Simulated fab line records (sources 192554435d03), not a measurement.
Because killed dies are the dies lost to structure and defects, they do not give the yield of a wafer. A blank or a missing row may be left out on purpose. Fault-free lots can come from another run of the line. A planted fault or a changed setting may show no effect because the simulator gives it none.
fab line records	flow n5Finfet
record lots=7	wafers=19	lastDay=18
route steps=1938 shown BEOL_M2@875 BEOL_M4@1111
lots that met no fault: taken from a fault-free run of the same line
startH: the number of hours between the record's first day and the start of the first shown wafer of the lot	waitH: hours elapsed since this lot's preceding step	" repeats the value in the row above	L1.1+2: a row that stands for several wafers	- either no value or no given start	* or withheld: withheld	< > ~ a bound
route shown NAME@n: names a module that has steps shown in the file, with the first one's number in the route	usual: mean/standard deviation of fault-free wafers	same: alike in all rows	chamber/n: place in a boat	sites: the reading at each site	_std_site: the standard deviation of these	_edge_site: the outer-site mean with the inner-site mean subtracted	radiusMm: for every site, how far away it sits from the centre of the wafer	mask NAME#n: copy n	behind: tool/chamber where the wafer was last shaped	hold: cause of the lot's hold/its duration in hours/its outcome	device: names the non-switching transistor (n, p or np)	end of line: tests run on the same wafers once the route is complete	a step given without rows: its recipe and nothing more	killed: dies lost to structure and defects at the first sort, not the wafer's yield	map: dies across one wafer; x = killed, . = not, _ = none there
set.NAME: the setting that was run; set.NAME@STEP: the one run at that earlier step	model.NAME: the simulator's own value behind a step, which no gauge read
lots at selected steps of the route; one table per step, one row per wafer
services: the hour from which a tool's chamber was out of use, counted from the record's first day as startH (under 0 if before that day), plus the number of hours and why
## steps
# step N5_BEOL_M2_DEVELOP_27
# recipe developTimeS=30	developer=TMAH	resist=CAR-EUV	rinseLiquid=surfactantRinse	dry=airSpin	devTempC=23
# step N5_BEOL_M2_CD_MEAS_28
# recipe targetCdNm=26.2	landingEnergyEv=500	detector=seInlens	targetCdYNm=24.1	polarity=opening
# usual cdNm=26.20/0.22
lot.wafer	tool	chamber	startH	waitH	cdNm
L875.2	cdSem-01	0	145.85	-	25.90
L875.4	"	0	"	"	25.86
L875.6	"	0	"	"	26.14
L879.1	cdSem-03	0	181.55	-	26.54
L879.4	"	0	"	"	25.82
L879.5	"	0	"	"	26.28
L885.1	cdSem-03	0	200.53	-	25.86
L885.5	"	0	"	"	26.23
L887.2	cdSem-01	0	218.18	-	26.39
L887.5	"	0	"	"	26.25
L888.2	cdSem-03	0	222.95	-	26.63
L888.4	"	0	"	"	26.21
L888.5	"	0	"	"	26.23
L892.3	cdSem-02	0	266.54	-	26.07
L892.4	"	0	"	"	25.86
L892.6	"	0	"	"	25.79
L896.1	cdSem-01	0	269.19	-	26.31
L896.3	"	0	"	"	26.53
L896.5	"	0	"	"	26.17
# step N5_BEOL_M2_OVL_MEAS_29
# recipe pointsPerWafer=522
# usual V1_OVL=0.4/0.77
lot.wafer	tool	chamber	startH	waitH	V1_OVL[nm]
L875.2	overlay-01	0	145.89	0.0	-1.3
L875.4	"	0	"	"	-0.6
L875.6	"	0	"	"	-0.4
L879.1	overlay-01	0	181.58	0.0	-0.2
L879.4	"	0	"	"	0.7
L879.5	"	0	"	"	0.5
L885.1	overlay-02	0	200.56	0.0	0.7
L885.5	"	0	"	"	1.9
L887.2	overlay-02	0	218.21	0.0	1.6
L887.5	"	0	"	"	1.7
L888.2	overlay-02	0	222.99	0.0	0.6
L888.4	"	0	"	"	1.4
L888.5	"	0	"	"	-0.4
L892.3	overlay-01	0	266.58	0.0	-0.5
L892.4	"	0	"	"	0.8
L892.6	"	0	"	"	0.4
L896.1	overlay-02	0	269.22	0.0	0.2
L896.3	"	0	"	"	0.7
L896.5	"	0	"	"	-0.8
# step N5_BEOL_M2_INSPECT_30
# recipe mode=adi	inspectInstrument=brightfield
# usual rawDefectCount=441/110
lot.wafer	tool	chamber	startH	waitH	rawDefectCount
L875.2	defectInspect-02	-	145.94	0.0	559
L875.4	"	-	"	"	508
L875.6	"	-	"	"	425
L879.1	defectInspect-01	-	181.64	0.1	516
L879.4	"	-	"	"	749
L879.5	"	-	"	"	645
L885.1	defectInspect-01	-	200.62	0.1	416
L885.5	"	-	"	"	265
L887.2	defectInspect-01	-	218.27	0.0	343
L887.5	"	-	"	"	374
L888.2	defectInspect-01	-	223.04	0.0	462
L888.4	"	-	"	"	428
L888.5	"	-	"	"	545
L892.3	defectInspect-02	-	266.62	0.0	490
L892.4	"	-	"	"	466
L892.6	"	-	"	"	447
L896.1	defectInspect-01	-	269.28	0.1	408
L896.3	"	-	"	"	538
L896.5	"	-	"	"	573
# step N5_BEOL_M2_DESCUM_33
# recipe chemistry=O2	timeS=7	sourcePowerW=50	biasPowerW=20	pressureMtorr=20	rfFrequencyHz=2.712e+07	tempC=40	resist=CAR-EUV	o2FlowSccm=225
# usual chamberPressureMTorr=20.002/0.018	drypumpMotorCurrentA=5.7/0.47	oesProductAu=0.80/0.062	rfVppV=243.1/1.5	showerheadPlenumPTorr=2.07/0.074	throttleValvePct=20.35/0.12
lot.wafer	tool	chamber	startH	waitH	chamberPressureMTorr	drypumpMotorCurrentA	oesProductAu	rfHoursCounterH	rfVppV	showerheadPlenumPTorr	throttleValvePct
L875.2	rieDiel-04	0	145.97	0.0	20.024	6.1	0.91	24	242.7	2.03	20.17
L875.4	"	3	"	"	19.982	5.5	0.86	41	246.7	2.13	20.39
L875.6	"	1	"	"	19.996	5.4	0.77	-	242.1	2.01	20.44
L879.1	rieDiel-02	3	181.94	0.3	20.000	5.9	0.76	137	244.3	2.19	20.13
L879.4	"	2	"	"	19.998	5.7	0.88	49	242.0	2.02	20.39
L879.5	"	0	"	"	20.008	5.2	0.69	-	244.2	2.06	20.38
L885.1	rieDiel-04	2	200.65	0.0	19.989	4.7	0.87	49	243.5	2.12	20.16
L885.5	"	1	"	"	20.032	5.4	0.74	-	241.8	2.01	20.49
L887.2	rieDiel-02	0	218.30	0.0	20.014	5.2	0.69	209	242.9	2.06	20.43
L887.5	"	3	"	"	19.977	5.9	0.75	-	244.9	2.19	20.16
L888.2	rieDiel-04	3	223.20	0.2	19.979	5.5	0.83	62	244.6	2.12	20.41
L888.4	"	0	"	"	20.008	6.2	0.85	-	243.3	2.02	20.22
L888.5	"	3	"	"	19.994	5.5	0.83	-	243.0	2.12	20.41
L892.3	rieDiel-01	3	266.66	0.0	20.005	6.2	0.75	148	242.5	2.01	20.43
L892.4	"	2	"	"	20.002	5.6	0.75	152	244.4	2.10	20.48
L892.6	"	1	"	"	19.997	5.0	0.88	-	245.1	2.24	20.50
L896.1	rieDiel-04	1	269.31	0.0	19.993	5.4	0.73	173	240.0	2.00	20.52
L896.3	"	0	"	"	20.023	6.1	0.82	73	240.0	2.01	20.24
L896.5	"	0	"	"	19.996	6.1	0.83	-	241.9	2.01	20.26
# step N5_BEOL_M2_ETCH_77
# recipe chemistry=N2/H2	target=underlayer	targetDepthA=65	maskMaterial=CAR-EUV	timeS=5.2	ionEnergyEv=200	pressureMtorr=30	sourceW=840	biasW=150	n2FlowSccm=200	h2FlowSccm=200	ends=cleared
# step N5_BEOL_M2_ETCH_69
# recipe chemistry=CF4	target=SiARC	targetDepthA=156	maskMaterial=CAR-EUV	timeS=26	ionEnergyEv=80	pressureMtorr=40	sourceW=545	biasW=36	Ar_flow_sccm=100	cf4FlowSccm=100	ends=cleared
# usual biasW=36.00/0.11	chamberPressureMTorr=40.00/0.037	drypumpMotorCurrentA=5.7/0.47	etchRfOnTimeS=26.1/0.46	oesProductAu=0.68/0.054	rfVppV=183.8/1.1	showerheadPlenumPTorr=2.13/0.062	throttleValvePct=15.58/0.15
lot.wafer	tool	chamber	startH	waitH	biasW	chamberPressureMTorr	drypumpMotorCurrentA	etchRfOnTimeS	oesProductAu	rfHoursCounterH	rfVppV	showerheadPlenumPTorr	throttleValvePct
L875.2	rieDiel-04	0	146.02	0.0	35.90	40.02	6.1	25.7	0.77	24	182.7	2.12	15.56
L875.4	"	3	"	"	35.85	39.94	5.5	26.5	0.73	41	182.8	2.19	15.55
L875.6	"	1	"	"	35.96	39.98	5.4	26.3	0.66	-	182.2	2.07	15.57
L879.1	rieDiel-02	3	181.99	0.0	36.08	39.95	5.9	26.0	0.65	137	184.6	2.23	15.32
L879.4	"	2	"	"	36.00	39.95	5.7	25.5	0.75	49	183.9	2.10	15.67
L879.5	"	0	"	"	35.89	40.06	5.2	26.8	0.59	-	183.4	2.13	15.77
L885.1	rieDiel-04	2	200.70	0.0	35.92	39.99	4.7	26.9	0.74	49	183.4	2.17	15.34
L885.5	"	1	"	"	36.09	40.00	5.4	26.6	0.64	-	184.5	2.06	15.62
L887.2	rieDiel-02	0	218.35	0.0	36.04	40.08	5.3	26.8	0.58	209	183.8	2.13	15.81
L887.5	"	3	"	"	36.27	40.02	5.9	26.2	0.64	-	184.5	2.23	15.33
L888.2	rieDiel-04	3	223.25	0.0	36.19	40.00	5.5	26.0	0.71	62	184.8	2.18	15.57
L888.4	"	0	"	"	35.76	39.94	6.2	25.5	0.72	-	183.5	2.11	15.60
L888.5	"	3	"	"	36.08	40.02	5.5	26.1	0.70	-	183.3	2.18	15.59
L892.3	rieDiel-01	3	266.71	0.0	36.08	40.00	6.1	26.5	0.63	148	182.8	2.06	15.57
L892.4	"	2	"	"	36.03	40.01	5.6	26.2	0.63	152	183.7	2.14	15.63
L892.6	"	1	"	"	36.11	40.02	5.0	25.2	0.76	-	186.0	2.26	15.42
L896.1	rieDiel-04	1	269.36	0.0	36.21	39.92	5.4	25.9	0.63	173	183.5	2.05	15.66
L896.3	"	0	"	"	36.12	40.03	6.1	25.8	0.71	73	184.1	2.10	15.64
L896.5	"	0	"	"	36.05	40.02	6.1	25.8	0.70	-	182.5	2.10	15.64
# step N5_BEOL_M2_ALD_98
# recipe material=SiO2	targetThkA=25	tempC=100	aldPrecursorFamily=BDEAS	aldCoReactant=O2-plasma	pulseTimeS=1	coReactantPulseTimeS=1	purgeTimeS=2	coReactantPurgeTimeS=2	aldCycles=17	pressureTorr=2
# usual chamberPressureTorr=2.001/0.0041	heaterPowerW=82/8	precursorPulseHeightRel=1.002/0.019
# same coReactantPulseTimeS=1	pulseTimeS=1
lot.wafer	tool	chamber	startH	waitH	chamberPressureTorr	heaterPowerW	precursorPulseHeightRel
L875.2	aldSin-03	0	146.11	0.1	1.991	75	0.984
L875.4	"	2	"	"	2.002	80	0.991
L875.6	"	2	"	"	2.001	77	1.009
L879.1	aldSin-03	1	182.14	0.1	2.003	83	0.977
L879.4	"	0	"	"	2.009	75	0.998
L879.5	"	0	"	"	2.001	71	0.975
L885.1	aldSin-03	1	200.79	0.1	1.995	82	1.017
L885.5	"	3	"	"	2.004	89	1.017
L887.2	aldSin-03	0	218.64	0.3	2.006	74	0.995
L887.5	"	2	"	"	2.001	81	0.990
L888.2	aldSin-01	2	223.33	0.1	1.995	83	1.002
L888.4	"	3	"	"	1.999	93	0.998
L888.5	"	2	"	"	2.000	83	1.015
L892.3	aldSin-01	1	266.83	0.1	2.001	91	1.000
L892.4	"	3	"	"	1.997	90	0.988
L892.6	"	3	"	"	2.002	96	1.005
L896.1	aldSin-04	1	270.26	0.9	2.004	64	0.996
L896.3	"	0	"	"	2.001	77	0.987
L896.5	"	1	"	"	1.997	65	1.021
# step N5_BEOL_M2_ETCHBACK_99
# recipe chemistry=CHF3	target=SiO2	targetDepthA=50	timeS=10.4	sourceW=215	biasW=47	Ar_flow_sccm=200	CHF3_flow_sccm=12	ionEnergyEv=100	pressureMtorr=30
# usual biasW=47.00/0.14	chamberPressureMTorr=29.995/0.028	drypumpMotorCurrentA=5.7/0.47	oesProductAu=0.80/0.067	rfVppV=241/5.3	showerheadPlenumPTorr=2.14/0.074	throttleValvePct=17.06/0.14
lot.wafer	tool	chamber	startH	waitH	biasW	chamberPressureMTorr	drypumpMotorCurrentA	oesProductAu	rfHoursCounterH	rfVppV	showerheadPlenumPTorr	throttleValvePct
L875.2	rieDiel-02	2	148.08	1.9	47.01	30.011	5.7	0.90	37	230	2.11	17.19
L875.4	"	3	"	"	47.02	29.946	5.9	0.77	124	247	2.26	16.80
L875.6	"	1	"	"	47.06	29.994	6.1	0.77	-	238	2.07	17.14
L879.1	rieDiel-01	0	184.78	2.6	47.12	30.025	6.2	0.82	68	234	2.10	17.07
L879.4	"	3	"	"	46.76	29.974	6.2	0.78	116	245	2.08	17.06
L879.5	"	1	"	"	47.13	30.014	5.0	0.96	-	242	2.29	16.92
L885.1	rieDiel-01	0	203.03	2.2	46.98	29.982	6.2	0.81	75	232	2.09	17.07
L885.5	"	0	"	"	46.92	30.041	6.2	0.82	-	234	2.09	17.07
L887.2	rieDiel-01	0	220.41	1.7	46.97	29.967	6.2	0.82	80	234	2.09	17.08
L887.5	"	3	"	"	47.03	29.995	6.2	0.75	-	246	2.08	17.06
L888.2	rieDiel-01	1	233.42	10.0	47.00	29.969	5.1	0.90	17	243	2.29	16.92
L888.4	"	3	"	"	46.97	29.988	6.2	0.75	-	248	2.08	17.07
L888.5	"	1	"	"	47.12	30.024	5.0	0.90	-	243	2.29	16.94
L892.3	rieDiel-02	2	267.34	0.5	46.87	30.036	5.7	0.84	78	230	2.10	17.25
L892.4	"	0	"	"	47.03	29.986	5.2	0.68	226	240	2.14	17.29
L892.6	"	3	"	"	47.03	30.013	5.9	0.73	-	247	2.25	16.87
L896.1	rieDiel-04	2	270.38	0.1	46.83	29.994	4.7	0.84	78	244	2.17	16.84
L896.3	"	1	"	"	46.80	29.979	5.4	0.74	173	237	2.05	17.10
L896.5	"	3	"	"	47.00	29.996	5.5	0.80	-	244	2.20	17.17
# step N5_BEOL_M2_ETCH_70
# recipe chemistry=N2/H2	target=SOC	targetDepthA=800	overetchA=240	maskMaterial=SiARC	tempC=40	timeS=130	ionEnergyEv=200	pressureMtorr=30	sourceW=840	biasW=150	n2FlowSccm=200	h2FlowSccm=200
# usual biasW=150.0/0.43	chamberPressureMTorr=29.998/0.026	drypumpMotorCurrentA=5.7/0.47	oesProductAu=0.59/0.046	rfVppV=523.4/2.6	showerheadPlenumPTorr=2.52/0.087	throttleValvePct=17.78/0.22
lot.wafer	tool	chamber	startH	waitH	biasW	chamberPressureMTorr	drypumpMotorCurrentA	oesProductAu	rfHoursCounterH	rfVppV	showerheadPlenumPTorr	throttleValvePct
L875.2	rieDiel-02	2	148.11	0.0	149.2	29.978	5.7	0.65	37	521.7	2.50	18.14
L875.4	"	3	"	"	149.1	30.048	5.9	0.57	124	528.0	2.67	17.48
L875.6	"	1	"	"	150.8	30.013	6.1	0.56	-	522.0	2.43	17.72
L879.1	rieDiel-01	0	184.82	0.0	150.3	30.009	6.2	0.61	68	521.5	2.46	17.66
L879.4	"	3	"	"	149.8	29.998	6.2	0.57	116	521.1	2.45	17.71
L879.5	"	1	"	"	150.2	30.035	5.0	0.72	-	527.9	2.70	17.57
L885.1	rieDiel-01	0	203.07	0.0	150.3	30.027	6.2	0.60	75	521.0	2.46	17.67
L885.5	"	0	"	"	150.3	30.007	6.2	0.60	-	520.6	2.46	17.67
L887.2	rieDiel-01	0	220.45	0.0	149.7	29.974	6.2	0.60	80	522.8	2.45	17.68
L887.5	"	3	"	"	149.7	29.993	6.1	0.56	-	520.8	2.45	17.73
L888.2	rieDiel-01	1	233.45	0.0	149.9	29.995	5.0	0.66	17	529.6	2.70	17.61
L888.4	"	3	"	"	149.2	29.999	6.2	0.56	-	519.9	2.44	17.74
L888.5	"	1	"	"	150.0	29.998	5.0	0.66	-	528.5	2.70	17.61
L892.3	rieDiel-02	2	267.38	0.0	149.7	30.030	5.7	0.61	78	522.3	2.48	18.21
L892.4	"	0	"	"	150.2	29.975	5.2	0.51	226	524.2	2.51	18.01
L892.6	"	3	"	"	150.4	30.011	5.9	0.54	-	526.8	2.65	17.57
L896.1	rieDiel-04	2	270.41	0.0	149.8	30.002	4.7	0.62	78	524.0	2.57	17.56
L896.3	"	1	"	"	149.9	30.021	5.4	0.55	173	520.1	2.45	18.14
L896.5	"	3	"	"	149.6	30.012	5.5	0.60	-	523.9	2.55	17.62
# step N5_BEOL_M2_STRIP_71
# recipe chemistry=N2/H2	tempC=40	n2FlowSccm=200	h2FlowSccm=200	rfFrequencyHz=6e+07
# step N5_BEOL_M2_STRIP_78
# recipe chemistry=N2/H2	tempC=40	n2FlowSccm=200	h2FlowSccm=200	rfFrequencyHz=6e+07
# step N5_BEOL_M2_VIA_ETCH_34
# recipe chemistry=C4F6/O2	targetDepthA=694	maskMaterial=SOC	pressureMtorr=15	ionEnergyEv=250	taperDeg=4	timeS=65.9	sourceW=350	biasW=170	Ar_flow_sccm=300	C4F6_flow_sccm=10	O2_flow_sccm=10
# usual biasW=170.1/0.51	chamberPressureMTorr=15.001/0.013	drypumpMotorCurrentA=5.7/0.47	oes_o_777_au=0.79/0.073	oesProductAu=0.80/0.067	rfVppV=665/14	showerheadPlenumPTorr=2.83/0.093	throttleValvePct=30.78/0.18
lot.wafer	tool	chamber	startH	waitH	biasW	chamberPressureMTorr	drypumpMotorCurrentA	oes_o_777_au	oesProductAu	rfHoursCounterH	rfVppV	showerheadPlenumPTorr	throttleValvePct	model.etch.depthNm	model.SOC_of_BEOL_M2_COAT_67.thkNm
L875.2	rieDiel-02	2	148.22	0.0	170.3	14.995	5.7	0.87	0.89	37	638	2.79	31.07	70.41	52
L875.4	"	3	"	"	169.7	15.012	5.9	0.77	0.77	124	682	2.98	30.48	69.15	52
L875.6	"	1	"	"	170.5	15.000	6.1	0.74	0.77	-	657	2.74	30.79	68.92	52.2
L879.1	rieDiel-01	0	184.93	0.0	170.1	15.007	6.2	0.86	0.83	68	645	2.77	30.68	69.56	52.2
L879.4	"	3	"	"	170.0	15.021	6.2	0.75	0.78	116	681	2.76	30.75	69.6	52
L879.5	"	1	"	"	171.0	14.994	5.0	1.02	0.96	-	671	3.02	30.70	68.78	52
L885.1	rieDiel-01	0	203.17	0.0	170.1	14.994	6.2	0.85	0.83	75	645	2.77	30.68	69.88	51.8
L885.5	"	0	"	"	170.5	15.017	6.2	0.85	0.70	-	644	2.77	30.66	54.15	53.8
L887.2	rieDiel-01	0	220.55	0.0	170.5	15.009	6.2	0.84	0.82	80	644	2.76	30.70	70.4	52
L887.5	"	3	"	"	170.0	15.004	6.2	0.75	0.65	-	681	2.75	30.75	53.17	54.2
L888.2	rieDiel-01	1	233.56	0.0	169.0	14.988	5.0	0.94	0.90	17	672	3.01	30.71	70.31	51.2
L888.4	"	3	"	"	170.3	14.993	6.2	0.74	0.65	-	679	2.75	30.76	52.65	53.6
L888.5	"	1	"	"	169.8	15.024	5.1	0.94	0.77	-	670	3.01	30.69	54.15	53
L892.3	rieDiel-02	2	267.48	0.0	169.3	15.005	5.7	0.81	0.83	78	638	2.77	31.11	69.79	51.8
L892.4	"	0	"	"	169.5	14.980	5.3	0.67	0.68	226	668	2.82	30.89	67.31	52
L892.6	"	3	"	"	170.4	14.993	5.9	0.73	0.73	-	681	2.96	30.52	68.86	51.8
L896.1	rieDiel-04	2	270.52	0.0	170.8	15.014	4.7	0.83	0.83	78	674	2.87	30.49	68.81	52
L896.3	"	1	"	"	170.2	14.997	5.4	0.75	0.72	173	655	2.71	30.94	67.64	52.4
L896.5	"	3	"	"	170.1	14.997	5.5	0.79	0.80	-	676	2.90	31.03	68.78	52
# step N5_BEOL_M2_STRIP_83
# recipe chemistry=C4F6/O2	resist=SiARC	rfFrequencyHz=6e+07
# step N5_BEOL_M4_RC_MEAS_101
# usual DIBL_N=36.0/2	DIBL_P=36.2/2.2	IOFF_N=0.16/0.034	IOFF_P=0.21/0.04	ION_N=675/12	ION_P=463/7.2	SS_N=71.6/0.6	SS_P=73.3/0.67	VT_N=250/3	VT_P=-251/3.4
lot.wafer	tool	chamber	startH	waitH	DIBL_N[mV/V]	DIBL_P[mV/V]	IOFF_N[nA/um]	IOFF_P[nA/um]	ION_N[uA/um]	ION_P[uA/um]	SS_N[mV/dec]	SS_P[mV/dec]	VT_N[mV]	VT_P[mV]
L875.2	prober-01	0	178.76	0.2	34.6	34.8	0.15	0.20	684	464	70.9	73.5	251	-249
L875.4	"	0	"	"	35.3	35.7	0.15	0.21	678	462	71.7	73.5	252	-247
L875.6	"	0	"	"	35.3	36.3	0.16	0.21	678	464	71.3	73.9	251	-250
L879.1	prober-02	0	215.20	0.0	37.3	37.3	0.19	0.21	681	461	72.3	73.5	247	-252
L879.4	"	0	"	"	33.7	32.7	0.13	0.15	669	454	70.9	73.0	251	-257
L879.5	"	0	"	"	34.7	33.7	0.14	0.16	668	449	71.6	72.6	249	-256
L885.1	prober-01	0	242.60	0.0	38.7	37.5	0.16	0.20	668	454	70.9	73.9	253	-252
L885.5	"	0	"	"	40.5	39.3	0.19	0.24	679	461	71.7	74.9	249	-252
L887.2	prober-01	0	249.96	0.2	36.4	38.3	0.19	0.25	688	469	72.0	73.2	247	-248
L887.5	"	0	"	"	39.6	41.7	0.26	0.33	688	481	72.7	74.7	242	-241
L888.2	prober-02	0	269.01	0.2	33.2	33.3	0.11	0.18	672	471	71.9	72.3	255	-252
L888.4	"	0	"	"	33.6	34.0	0.11	0.18	659	464	70.6	72.9	254	-250
L888.5	"	0	"	"	34.7	34.8	0.13	0.19	663	464	71.6	73.6	253	-254
L896.1	prober-01	0	311.62	0.0	36.0	35.9	0.15	0.21	665	455	71.9	72.3	250	-250
L896.3	"	0	"	"	34.3	33.7	0.14	0.19	681	460	71.3	72.5	248	-248
L896.5	"	0	"	"	36.6	36.7	0.18	0.23	686	469	71.4	73.7	249	-247
L892.3	prober-01	0	312.86	1.0	36.8	36.8	0.18	0.24	684	467	71.7	73.1	250	-249
L892.4	"	0	"	"	35.8	35.7	0.16	0.22	675	464	71.6	73.1	250	-250
L892.6	"	0	"	"	35.8	35.8	0.15	0.21	674	463	72.2	73.4	252	-250
## services
tool	chamber	startH	hours	kind
rieDiel-01	3	123.27	6.5	repair
rieDiel-02	0	128.23	12.0	repair
rieDiel-04	-	131.45	0.3	repair
aldSin-04	0	136.29	5.6	repair
rieDiel-01	1	162.05	-	clean
rieDiel-01	1	162.05	-	consumableReplace:focusRing
rieDiel-01	1	162.05	-	consumableReplace:showerhead
rieDiel-01	1	162.05	22.6	scheduledDown
rieDiel-01	1	162.05	22.6	ventCycle
aldSin-04	-	177.92	14.0	pm
aldSin-04	0	177.92	14.0	ventCycle
rieDiel-01	-	196.61	0.9	repair
rieDiel-04	3	198.02	17.3	repair
aldSin-01	-	210.61	0.4	repair
rieDiel-02	2	220.41	6.5	repair
rieDiel-04	1	221.06	3.8	repair
rieDiel-01	2	231.74	9.0	repair
aldSin-01	3	242.95	16.7	repair
aldSin-04	2	248.62	3.7	repair
aldSin-01	-	268.29	14.0	pm
aldSin-01	0	268.29	14.0	ventCycle
aldSin-01	1	268.29	14.0	ventCycle
aldSin-01	2	268.29	14.0	ventCycle
aldSin-01	3	268.29	14.0	ventCycle
## key
firstSign none at tools or gauges
modelEffect step=N5_BEOL_M2_VIA_ETCH_34	value=etch.depthNm	without=69.46	struck=53.53
metAt N5_BEOL_M2_VIA_ETCH_34
struckWafers L885.5,L887.5,L888.4,L888.5
onsetBetween 184.93 203.17
fault kind=processParameterDrift	tool=rieDiel-01	chamber=-	onsetH=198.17	steps=N5_BEOL_M2_VIA_ETCH_34	channel=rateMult	offset=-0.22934	shape=step	endH=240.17	scope=struckWafersOnly
